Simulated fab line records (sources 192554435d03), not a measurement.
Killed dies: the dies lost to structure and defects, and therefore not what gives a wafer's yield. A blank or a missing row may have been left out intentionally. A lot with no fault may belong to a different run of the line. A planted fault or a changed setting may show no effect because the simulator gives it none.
fab line records	flow n5Finfet
record: lots: 7	wafers: 21
route steps=1938 shown SD_EPI_P@300 HKMG_FIN@427 MOL_CONTACT_COAG@517 BEOL_M0_SAQP@638
startH: hours from the record's first day to the start of the lot's first wafer shown	waitH: hours elapsed since this lot's preceding step	" as in the row above	L1.1+2: a single row standing in for several wafers	- no value, or no start was given	* or withheld: withheld	< > ~ a bound
route shown NAME@n: NAME is a module with steps in the file, n the number in the route of the first one	usual: average and standard deviation across the fault-free wafers	same: alike in all rows	chamber/n: place in a boat	sites: per-site readings	_std_site: standard deviation of those values	_edge_site: the outer-site mean with the inner-site mean subtracted	radiusMm: how far each site lies from the wafer's centre	mask NAME#n: copy n	behind: tool/chamber where the wafer was last shaped	hold: why the lot went on hold/how many hours it stayed there/how the hold came to an end	device: which transistor (n, p or np) failed to switch	end of line: the route-end tests of the same wafers	for a step that has no rows: nothing shown but its recipe	killed: at the first sort, the dies lost to defects and structure; wafer yield is something else	map: a wafer's dies, x killed, . not, _ none there
set.NAME: the setting that was run; set.NAME@STEP: the one run at that earlier step	model.NAME: the simulator's own value behind a step, which no gauge read
lots whose settings were changed on purpose; a table a step, a row a wafer
== steps ==
step: N5_SD_EPI_P_EXPOSE_06
recipe: maskId: SD_P_BLK	na: 1.35	sourceShape: conventional	sigmaOuter: 0.8	polarization: unpolarized	targetCdNm: 240	doseMj: 39.5
lot.wafer	tool	chamber	startH	waitH	mask	set.doseMj
L078.4+5+6	arfiScanner-03	0	79.34	-	SD_P_BLK#0	39.5
L082.1+4	arfiScanner-02	0	101.32	-	SD_P_BLK#0	39.5
L082.3	"	0	"	"	SD_P_BLK#0	40.37
L083.1+5	arfiScanner-02	0	106.93	-	SD_P_BLK#0	39.5
L083.4	"	0	"	"	SD_P_BLK#0	42.21
L086.2+5+6	arfiScanner-01	0	129.81	-	SD_P_BLK#0	39.5
L091.4+5+6	arfiScanner-03	0	158.62	-	SD_P_BLK#0	39.5
L095.2	arfiScanner-01	0	179.63	-	SD_P_BLK#0	40.32
L095.3+6	"	0	"	"	SD_P_BLK#0	39.5
L097.1+2	arfiScanner-01	0	191.94	-	SD_P_BLK#0	39.5
L097.6	"	0	"	"	SD_P_BLK#0	40.6
step: N5_SD_EPI_P_PEB_07
recipe: pebTempC: 110	pebTimeS: 60	resist: CAR-ArF-block
step: N5_SD_EPI_P_DEVELOP_08
recipe: developTimeS: 30	developer: TMAH	resist: CAR-ArF-block	devTempC: 23	rinseLiquid: diw	dry: airSpin
step: N5_SD_EPI_P_CD_MEAS_09
recipe: targetCdNm: 240	landingEnergyEv: 500	detector: seInlens
usual: cdNm: 240.1/0.63
lot.wafer	tool	chamber	startH	waitH	set.doseMj@SD_EPI_P_EXPOSE_06	cdNm
L078.4	cdSem-03	0	79.45	-	39.5	239.9
L078.5	"	0	"	"	39.5	240.6
L078.6	"	0	"	"	39.5	240.0
L082.1	cdSem-01	0	101.44	-	39.5	240.0
L082.3	"	0	"	"	40.37	241.0
L082.4	"	0	"	"	39.5	240.3
L083.1	cdSem-01	0	107.05	-	39.5	240.7
L083.4	"	0	"	"	42.21	244.9
L083.5	"	0	"	"	39.5	240.1
L086.2	cdSem-01	0	129.92	-	39.5	239.8
L086.5	"	0	"	"	39.5	240.1
L086.6	"	0	"	"	39.5	240.8
L091.4	cdSem-03	0	158.74	-	39.5	238.9
L091.5	"	0	"	"	39.5	239.6
L091.6	"	0	"	"	39.5	239.9
L095.2	cdSem-03	0	179.75	-	40.32	241.7
L095.3	"	0	"	"	39.5	240.5
L095.6	"	0	"	"	39.5	240.3
L097.1	cdSem-02	0	192.06	-	39.5	238.9
L097.2	"	0	"	"	39.5	238.8
L097.6	"	0	"	"	40.6	241.1
step: N5_SD_EPI_P_DESCUM_14
recipe: chemistry: O2	timeS: 7.9	sourcePowerW: 50	biasPowerW: 20	pressureMtorr: 20	rfFrequencyHz: 2.712e+07	tempC: 40	resist: CAR-ArF-block	o2FlowSccm: 225
lot.wafer	tool	chamber	startH	waitH	set.doseMj@SD_EPI_P_EXPOSE_06	model.SD_EPI_P.cdNm
L078.4+6	rieDiel-06	2,1	79.55	0.0	39.5	240
L078.5	"	3	"	"	39.5	240.8
L082.1+4	rieDiel-06	3,2	101.59	0.1	39.5	240
L082.3	"	1	"	"	40.37	241
L083.1	rieDiel-04	3	107.47	0.4	39.5	240.6
L083.4	"	1	"	"	42.21	245
L083.5	"	2	"	"	39.5	240.4
L086.2	rieDiel-04	0	130.85	0.9	39.5	240
L086.5	"	3	"	"	39.5	240.4
L086.6	"	2	"	"	39.5	240.8
L091.4+5	rieDiel-06	1,0	159.09	0.3	39.5	239.4
L091.6	"	3	"	"	39.5	240.2
L095.2	rieDiel-01	3	179.88	0.1	40.32	241.4
L095.3+6	"	1	"	"	39.5	240.6
L097.1	rieDiel-01	0	192.22	0.1	39.5	238.8
L097.2	"	1	"	"	39.5	239
L097.6	"	2	"	"	40.6	241.2
step: N5_SD_EPI_P_ETCH_36
recipe: chemistry: CF4	target: SiARC	targetDepthA: 455	maskMaterial: CAR-ArF-block	timeS: 75.8	ionEnergyEv: 80	pressureMtorr: 40	sourceW: 545	biasW: 36	Ar_flow_sccm: 100	cf4FlowSccm: 100	ends: cleared
step: N5_SD_EPI_P_ETCH_37
recipe: chemistry: N2/H2	target: SOC	overetchA: 1080	maskMaterial: SiARC	tempC: 40	ionEnergyEv: 100	sourceW: 3000	biasW: 133	pressureMtorr: 20	timeS: 486	n2FlowSccm: 200	h2FlowSccm: 200	ends: endPoint
lot.wafer	tool	chamber	startH	waitH	set.doseMj@SD_EPI_P_EXPOSE_06	model.SD_EPI_P.cdNm
L078.4	rieDiel-06	2	79.78	0.2	39.5	240.4
L078.5	"	3	"	"	39.5	239.6
L078.6	"	1	"	"	39.5	239.4
L082.1	rieDiel-06	3	101.69	0.0	39.5	240.2
L082.3	"	1	"	"	40.37	240.8
L082.4	"	2	"	"	39.5	240.6
L083.1	rieDiel-04	3	107.56	0.0	39.5	240
L083.4	"	1	"	"	42.21	244.8
L083.5	"	2	"	"	39.5	241
L086.2	rieDiel-04	0	130.94	0.0	39.5	240.4
L086.5+6	"	3,2	"	"	39.5	240.6
L091.4	rieDiel-06	1	159.18	0.0	39.5	239.2
L091.5	"	0	"	"	39.5	240.4
L091.6	"	3	"	"	39.5	240.6
L095.2	rieDiel-01	3	179.98	0.0	40.32	242.2
L095.3	"	1	"	"	39.5	241.2
L095.6	"	1	"	"	39.5	240
L097.1	rieDiel-01	0	192.31	0.0	39.5	239.2
L097.2	"	1	"	"	39.5	238.2
L097.6	"	2	"	"	40.6	241.8
step: N5_SD_EPI_P_STRIP_38
recipe: chemistry: N2/H2	tempC: 40	n2FlowSccm: 200	h2FlowSccm: 200	rfFrequencyHz: 6e+07
step: N5_SD_EPI_P_ETCHBACK_46
recipe: chemistry: CH3F/O2	mode: anisotropicEtchback	target: SiNx	targetDepthA: 175	stopOn: SiO2	overEtchFrac: 0.3	ionEnergyEv: 120	pressureMtorr: 30	sourceW: 395	biasW: 73	Ar_flow_sccm: 150	CH3F_flow_sccm: 30	O2_flow_sccm: 20
step: N5_SD_EPI_P_ETCH_47
recipe: chemistry: CH3F/O2	target: SiOCN	targetDepthA: 250	maskMaterial: SOC	ionEnergyEv: 60	biasW: 29	pressureMtorr: 30	sourceW: 410	Ar_flow_sccm: 150	CH3F_flow_sccm: 30	O2_flow_sccm: 20
lot.wafer	tool	chamber	startH	waitH	set.doseMj@SD_EPI_P_EXPOSE_06	model.SD_EPI_P.cdNm
L078.4	rieDiel-06	2	80.10	0.1	39.5	240.4
L078.5	"	3	"	"	39.5	239.6
L078.6	"	1	"	"	39.5	239.4
L082.1	rieDiel-06	3	102.11	0.1	39.5	240.2
L082.3	"	1	"	"	40.37	240.8
L082.4	"	2	"	"	39.5	240.6
L083.1	rieDiel-04	3	107.99	0.1	39.5	240.2
L083.4	"	1	"	"	42.21	244.8
L083.5	"	2	"	"	39.5	241
L086.2+6	rieDiel-04	0,2	131.37	0.1	39.5	240.4
L086.5	"	3	"	"	39.5	240.6
L091.4	rieDiel-06	1	159.60	0.1	39.5	239.2
L091.5	"	0	"	"	39.5	240.4
L091.6	"	3	"	"	39.5	240.6
L095.2	rieDiel-01	3	180.40	0.1	40.32	242.4
L095.3	"	1	"	"	39.5	241.4
L095.6	"	1	"	"	39.5	240
L097.1	rieDiel-01	0	192.73	0.1	39.5	239.2
L097.2	"	1	"	"	39.5	238.2
L097.6	"	2	"	"	40.6	241.8
step: N5_HKMG_FIN_EXPOSE_09
recipe: maskId: NWFM	na: 1.35	sourceShape: conventional	sigmaOuter: 0.8	polarization: unpolarized	doseMj: 39.25
lot.wafer	tool	chamber	startH	waitH	mask	set.doseMj
L078.4	arfiScanner-02	0	100.62	-	NWFM#0	40.85
L078.5+6	"	0	"	"	NWFM#0	39.25
L082.1+4	arfiScanner-02	0	122.71	-	NWFM#0	38.32
L082.3	"	0	"	"	NWFM#0	39.25
L083.1	arfiScanner-01	0	127.97	-	NWFM#0	40.22
L083.4+5	"	0	"	"	NWFM#0	39.25
L086.2+5+6	arfiScanner-01	0	151.74	-	NWFM#0	39.25
L091.4+6	arfiScanner-01	0	180.28	-	NWFM#0	41.66
L091.5	"	0	"	"	NWFM#0	39.25
L095.2	arfiScanner-03	0	203.04	-	NWFM#0	39.25
L095.3+6	"	0	"	"	NWFM#0	41.23
L097.1+2+6	arfiScanner-03	0	212.52	-	NWFM#0	39.25
step: N5_HKMG_FIN_PEB_10
recipe: pebTempC: withheld	pebTimeS: 60	resist: CAR-ArF
step: N5_HKMG_FIN_DEVELOP_11
recipe: developTimeS: 30	developer: TMAH	resist: CAR-ArF	devTempC: 23	rinseLiquid: diw	dry: airSpin
step: N5_HKMG_FIN_CD_MEAS_12
recipe: targetCdNm: 92.8	landingEnergyEv: 500	detector: seInlens
usual: cdNm: 92.7/0.5
lot.wafer	tool	chamber	startH	waitH	set.doseMj@HKMG_FIN_EXPOSE_09	cdNm
L078.4	cdSem-02	0	100.73	-	40.85	95.0
L078.5	"	0	"	"	39.25	93.4
L078.6	"	0	"	"	39.25	92.9
L082.1	cdSem-01	0	122.84	-	38.32	91.6
L082.3	"	0	"	"	39.25	93.4
L082.4	"	0	"	"	38.32	91.8
L083.1	cdSem-03	0	128.09	-	40.22	94.3
L083.4	"	0	"	"	39.25	93.1
L083.5	"	0	"	"	39.25	92.8
L086.2	cdSem-02	0	151.87	-	39.25	92.7
L086.5	"	0	"	"	39.25	93.0
L086.6	"	0	"	"	39.25	92.9
L091.4	cdSem-01	0	180.39	-	41.66	97.1
L091.5	"	0	"	"	39.25	93.2
L091.6	"	0	"	"	41.66	96.8
L095.2	cdSem-02	0	203.16	-	39.25	93.0
L095.3	"	0	"	"	41.23	96.5
L095.6	"	0	"	"	41.23	96.7
L097.1	cdSem-01	0	212.64	-	39.25	92.6
L097.2	"	0	"	"	39.25	92.6
L097.6	"	0	"	"	39.25	92.2
step: N5_MOL_CONTACT_COAG_COAT_103
recipe: resist: SOC	tempC: 250	timeS: 60	spinRpm: 1500	resistThkNm: 80
lot.wafer	tool	chamber	startH	waitH	set.spinRpm	model.SOC_of_MOL_CONTACT_COAG_COAT_103.thkNm
L078.4	lithoTrack-03	0	112.42	0.0	1629	77.2
L078.5	"	0	"	"	1500	80.6
L078.6	"	0	"	"	1500	80.4
L082.1	lithoTrack-02	0	135.79	0.0	1433	82.2
L082.3	"	0	"	"	1500	80
L082.4	"	0	"	"	1500	80.2
L083.1+5	lithoTrack-03	0	139.79	0.0	1500	80.6
L083.4	"	0	"	"	1631	77
L086.2+6	lithoTrack-04	0	164.35	0.0	1500	80
L086.5	"	0	"	"	1500	80.4
L091.4+6	lithoTrack-02	0	192.55	0.0	1661	76.4
L091.5	"	0	"	"	1500	80.4
L095.2	lithoTrack-04	0	214.79	0.0	1606	77.2
L095.3+6	"	0	"	"	1500	80
L097.1	lithoTrack-02	0	224.68	0.0	1500	80.4
L097.2	"	0	"	"	1500	80.2
L097.6	"	0	"	"	1604	77.6
step: N5_MOL_CONTACT_COAG_COAT_104
recipe: resist: SiARC	tempC: 220	timeS: 60	spinRpm: 1500	resistThkNm: 12
step: N5_MOL_CONTACT_COAG_COAT_58
recipe: resist: underlayer	tempC: 205	timeS: 60	spinRpm: 1500	resistThkNm: 10
step: N5_MOL_CONTACT_COAG_ETCH_59
recipe: chemistry: N2/H2	target: underlayer	targetDepthA: 130	maskMaterial: CAR-EUV	timeS: 10.4	ionEnergyEv: 200	pressureMtorr: 30	sourceW: 840	biasW: 150	n2FlowSccm: 200	h2FlowSccm: 200	ends: cleared
step: N5_MOL_CONTACT_COAG_ETCH_105
recipe: chemistry: CF4	target: SiARC	targetDepthA: 156	maskMaterial: CAR-EUV	timeS: 26	ionEnergyEv: 80	pressureMtorr: 40	sourceW: 545	biasW: 36	Ar_flow_sccm: 100	cf4FlowSccm: 100	ends: cleared
step: N5_MOL_CONTACT_COAG_ETCH_106
recipe: chemistry: N2/H2	target: SOC	targetDepthA: 800	overetchA: 160	maskMaterial: SiARC	tempC: 40	timeS: 120	ionEnergyEv: 200	pressureMtorr: 30	sourceW: 840	biasW: 150	n2FlowSccm: 200	h2FlowSccm: 200
lot.wafer	tool	chamber	startH	waitH	set.spinRpm@MOL_CONTACT_COAG_COAT_103	model.etch.depthNm
L078.4	rieDiel-05	0	113.05	0.0	1629	77.11
L078.5	"	2	"	"	1500	80.5
L078.6	"	1	"	"	1500	80.36
L082.1	rieDiel-05	1	136.39	0.0	1433	82.16
L082.3	"	2	"	"	1500	79.97
L082.4	"	3	"	"	1500	80.1
L083.1	rieDiel-02	2	140.30	0.0	1500	80.6
L083.4	"	1	"	"	1631	77.02
L083.5	"	0	"	"	1500	80.51
L086.2	rieDiel-05	3	164.82	0.0	1500	79.93
L086.5	"	1	"	"	1500	80.39
L086.6	"	0	"	"	1500	80.09
L091.4	rieDiel-02	3	193.18	0.0	1661	76.43
L091.5	"	1	"	"	1500	80.49
L091.6	"	0	"	"	1661	76.45
L095.2	rieDiel-03	3	215.29	0.0	1606	77.26
L095.3	"	1	"	"	1500	80.02
L095.6	"	2	"	"	1500	80.08
L097.1	rieDiel-05	2	225.30	0.0	1500	80.35
L097.2	"	1	"	"	1500	80.2
L097.6	"	3	"	"	1604	77.53
step: N5_MOL_CONTACT_COAG_STRIP_107
recipe: chemistry: N2/H2	tempC: 40	n2FlowSccm: 200	h2FlowSccm: 200	rfFrequencyHz: 6e+07
step: N5_MOL_CONTACT_COAG_STRIP_108
recipe: chemistry: N2/H2	tempC: 40	n2FlowSccm: 200	h2FlowSccm: 200	rfFrequencyHz: 6e+07
step: N5_MOL_CONTACT_COAG_CONTACT_ETCH_14
recipe: chemistry: C4F6/O2	target: SiO2	targetDepthA: 275	overetchA: 85	maskMaterial: SOC	pressureMtorr: 30	sourceW: 370	biasW: 185	Ar_flow_sccm: 300	C4F6_flow_sccm: 16	O2_flow_sccm: 10	timeS: 20	ionEnergyEv: 259.6
step: N5_MOL_CONTACT_COAG_STRIP_109
recipe: chemistry: C4F6/O2	resist: SiARC	rfFrequencyHz: 6e+07
step: N5_MOL_CONTACT_COAG_ETCH_15
recipe: chemistry: CH3F/O2	target: SiNx	targetDepthA: 70	maskMaterial: SOC	stopOn: Si:P	overEtchFrac: 0.75	ionEnergyEv: 120	pressureMtorr: 30	sourceW: 395	biasW: 73	Ar_flow_sccm: 150	CH3F_flow_sccm: 30	O2_flow_sccm: 20
lot.wafer	tool	chamber	startH	waitH	set.spinRpm@MOL_CONTACT_COAG_COAT_103	model.SOC_of_MOL_CONTACT_COAG_COAT_103.thkNm
L078.4	rieDiel-05	0	113.18	0.0	1629	72.4
L078.5	"	2	"	"	1500	75.8
L078.6	"	1	"	"	1500	75.6
L082.1	rieDiel-05	1	136.53	0.0	1433	77.4
L082.3	"	2	"	"	1500	75.2
L082.4	"	3	"	"	1500	75.4
L083.1+5	rieDiel-02	2,0	140.43	0.0	1500	75.8
L083.4	"	1	"	"	1631	72.2
L086.2	rieDiel-05	3	164.95	0.0	1500	75.2
L086.5	"	1	"	"	1500	75.6
L086.6	"	0	"	"	1500	75.4
L091.4+6	rieDiel-02	3,0	193.31	0.0	1661	71.6
L091.5	"	1	"	"	1500	75.8
L095.2	rieDiel-03	3	215.43	0.0	1606	72.4
L095.3	"	1	"	"	1500	75.4
L095.6	"	2	"	"	1500	75.2
L097.1	rieDiel-05	2	225.44	0.0	1500	75.6
L097.2	"	1	"	"	1500	75.4
L097.6	"	3	"	"	1604	72.8
step: N5_MOL_CONTACT_COAG_PECVD_31
recipe: material: SiO2	targetThkA: 460	tempC: 400	precursor: TEOS/O2	pressureTorr: 6.5	rfW: withheld	teosFlowSccm: withheld	gas: O2	flowSccm: 2650	timeS: 8.9
lot.wafer	tool	chamber	startH	waitH	set.tempC	model.SiO2_of_MOL_CONTACT_COAG_PECVD_31.thkNm
L078.4	pecvd-03	0	123.63	0.0	387	49.8
L078.5	"	2	"	"	400	46
L078.6	"	1	"	"	400	45.8
L082.1	pecvd-04	0	145.69	0.3	384.1	49.8
L082.3	"	2	"	"	400	45
L082.4	"	0	"	"	400	46.4
L083.1	pecvd-04	2	148.91	0.3	400	45.6
L083.4	"	2	"	"	391.6	48.6
L083.5	"	0	"	"	400	46.2
L086.2	pecvd-04	1	172.77	0.3	400	45.6
L086.5+6	"	0,2	"	"	400	46.2
L091.4	pecvd-03	0	203.54	0.3	400	46.2
L091.5	"	2	"	"	400	44.8
L091.6	"	1	"	"	390.3	47.6
L095.2	pecvd-04	2	224.94	0.3	400	45.8
L095.3	"	1	"	"	400	46.2
L095.6	"	0	"	"	400	46.6
L097.1	pecvd-01	2	235.50	0.3	400	45.2
L097.2	"	1	"	"	382.9	49
L097.6	"	0	"	"	400	45.8
step: N5_MOL_CONTACT_COAG_COAT_75
recipe: resist: SOC	tempC: 250	timeS: 60	spinRpm: 1500	resistThkNm: 60
step: N5_MOL_CONTACT_COAG_COAT_76
recipe: resist: SiARC	tempC: 220	timeS: 60	spinRpm: 1500	resistThkNm: 10
step: N5_MOL_CONTACT_COAG_ETCHBACK_135
recipe: chemistry: CHF3	target: SiO2	targetDepthA: 250	timeS: 16.7	ionEnergyEv: 200	pressureMtorr: 30	sourceW: 610	biasW: 170	Ar_flow_sccm: 200	CHF3_flow_sccm: 50
step: N5_MOL_CONTACT_COAG_STRIP_118
recipe: chemistry: CHF3	resist: SiARC	rfFrequencyHz: 6e+07
step: N5_MOL_CONTACT_COAG_VIA_ETCH_46
recipe: chemistry: C4F6/O2	targetDepthA: 460	overetchA: 92	maskMaterial: SOC	target: SiO2	biasW: 455	pressureMtorr: 10	timeS: 40	sourceW: 325	Ar_flow_sccm: 300	C4F6_flow_sccm: 10	O2_flow_sccm: 10	ionEnergyEv: 575.3	ends: endPoint
lot.wafer	tool	chamber	startH	waitH	set.tempC@MOL_CONTACT_COAG_PECVD_31	model.etch.depthNm
L078.4	rieDiel-05	1	125.21	0.0	387	49.84
L078.5	"	1	"	"	400	46.01
L078.6	"	0	"	"	400	45.87
L082.1	rieDiel-02	1	147.06	0.0	384.1	49.71
L082.3	"	0	"	"	400	45.05
L082.4	"	3	"	"	400	46.35
L083.1	rieDiel-03	1	150.19	0.0	400	45.59
L083.4	"	1	"	"	391.6	48.69
L083.5	"	2	"	"	400	46.1
L086.2	rieDiel-05	3	174.68	0.0	400	45.55
L086.5	"	0	"	"	400	46.27
L086.6	"	3	"	"	400	46.16
L091.4	rieDiel-03	3	204.61	0.0	400	46.1
L091.5	"	0	"	"	400	44.78
L091.6	"	1	"	"	390.3	47.53
L095.2	rieDiel-03	1	226.07	0.0	400	45.74
L095.3	"	2	"	"	400	46.18
L095.6	"	3	"	"	400	46.7
L097.1	rieDiel-03	3	236.61	0.0	400	45.16
L097.2	"	1	"	"	382.9	48.99
L097.6	"	0	"	"	400	45.77
step: N5_BEOL_M0_SAQP_PECVD_04
recipe: material: a-Si	targetThkA: 600	tempC: 350	precursor: SiH4/He	pressureTorr: 3	rfW: 100	timeS: 60.2
lot.wafer	tool	chamber	startH	waitH	set.timeS	model.a-Si_of_BEOL_M0_SAQP_PECVD_04.thkNm
L078.4	pecvd-02	1	133.59	0.0	60.2	60.2
L078.5	"	2	"	"	60.2	60.8
L078.6	"	0	"	"	51.18	51.4
L082.1	pecvd-02	0	155.69	0.0	60.2	60.6
L082.3	"	2	"	"	60.2	60.4
L082.4	"	2	"	"	60.2	61.6
L083.1	pecvd-02	0	158.82	0.0	55.88	55.4
L083.4	"	2	"	"	60.2	60.6
L083.5	"	1	"	"	60.2	60
L086.2	pecvd-02	2	182.13	0.0	60.2	59.4
L086.5	"	0	"	"	60.2	60.6
L086.6	"	1	"	"	60.2	60.2
L091.4	pecvd-02	0	212.80	0.1	60.2	60.6
L091.5	"	0	"	"	66.94	67.4
L091.6	"	1	"	"	60.2	60.4
L095.2	pecvd-02	0	233.61	0.0	60.2	60.6
L095.3	"	2	"	"	67.04	66.8
L095.6	"	0	"	"	67.04	67.8
L097.1	pecvd-02	0	245.52	0.0	53.92	54.4
L097.2	"	1	"	"	60.2	59.4
L097.6	"	2	"	"	60.2	61.2
step: N5_BEOL_M0_SAQP_THK_MEAS_05
usual: thkNm: 60.2/0.7
lot.wafer	tool	chamber	startH	waitH	set.timeS@BEOL_M0_SAQP_PECVD_04	thkNm
L078.4	filmMetro-01	-	133.66	0.0	60.2	60.2
L078.5	"	-	"	"	60.2	60.8
L078.6	"	-	"	"	51.18	51.3
L082.1	filmMetro-01	-	155.78	0.1	60.2	60.5
L082.3	"	-	"	"	60.2	60.3
L082.4	"	-	"	"	60.2	61.7
L083.1	filmMetro-02	-	158.92	0.1	55.88	55.4
L083.4	"	-	"	"	60.2	60.6
L083.5	"	-	"	"	60.2	59.9
L086.2	filmMetro-01	-	182.22	0.1	60.2	59.5
L086.5	"	-	"	"	60.2	60.6
L086.6	"	-	"	"	60.2	60.2
L091.4	filmMetro-01	-	212.89	0.1	60.2	60.6
L091.5	"	-	"	"	66.94	67.3
L091.6	"	-	"	"	60.2	60.3
L095.2	filmMetro-02	-	233.71	0.1	60.2	60.7
L095.3	"	-	"	"	67.04	66.9
L095.6	"	-	"	"	67.04	67.9
L097.1	filmMetro-01	-	245.61	0.1	53.92	54.4
L097.2	"	-	"	"	60.2	59.5
L097.6	"	-	"	"	60.2	61.1
== key ==
split: step: N5_SD_EPI_P_EXPOSE_06	setting: doseMj	stated: 39.5	by: wafer
response: step: N5_SD_EPI_P_CD_MEAS_09	reading: cdNm	change: +0.648	per: 1%	r: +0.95
response: step: N5_SD_EPI_P_DESCUM_14	reading: model.SD_EPI_P.cdNm	change: +0.643	per: 1%	r: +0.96
response: step: N5_SD_EPI_P_ETCH_37	reading: model.SD_EPI_P.cdNm	change: +0.662	per: 1%	r: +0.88
response: step: N5_SD_EPI_P_ETCH_47	reading: model.SD_EPI_P.cdNm	change: +0.654	per: 1%	r: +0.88
split: step: N5_HKMG_FIN_EXPOSE_09	setting: doseMj	stated: 39.25	by: wafer
response: step: N5_HKMG_FIN_CD_MEAS_12	reading: cdNm	change: +0.609	per: 1%	r: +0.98
split: step: N5_MOL_CONTACT_COAG_COAT_103	setting: spinRpm	stated: 1500	by: wafer
response: step: N5_MOL_CONTACT_COAG_COAT_103	reading: model.SOC_of_MOL_CONTACT_COAG_COAT_103.thkNm	change: -0.393	per: 1%	r: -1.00
response: step: N5_MOL_CONTACT_COAG_ETCH_106	reading: model.etch.depthNm	change: -0.394	per: 1%	r: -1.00
response: step: N5_MOL_CONTACT_COAG_ETCH_15	reading: model.SOC_of_MOL_CONTACT_COAG_COAT_103.thkNm	change: -0.4	per: 1%	r: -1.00
split: step: N5_MOL_CONTACT_COAG_PECVD_31	setting: tempC	stated: 400	by: wafer
response: step: N5_MOL_CONTACT_COAG_PECVD_31	reading: model.SiO2_of_MOL_CONTACT_COAG_PECVD_31.thkNm	change: -0.996	per: 1%	r: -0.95
response: step: N5_MOL_CONTACT_COAG_VIA_ETCH_46	reading: model.etch.depthNm	change: -0.997	per: 1%	r: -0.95
split: step: N5_BEOL_M0_SAQP_PECVD_04	setting: timeS	stated: 60.2	by: wafer
response: step: N5_BEOL_M0_SAQP_PECVD_04	reading: model.a-Si_of_BEOL_M0_SAQP_PECVD_04.thkNm	change: +0.604	per: 1%	r: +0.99
response: step: N5_BEOL_M0_SAQP_THK_MEAS_05	reading: thkNm	change: *	per: 1%	r: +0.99
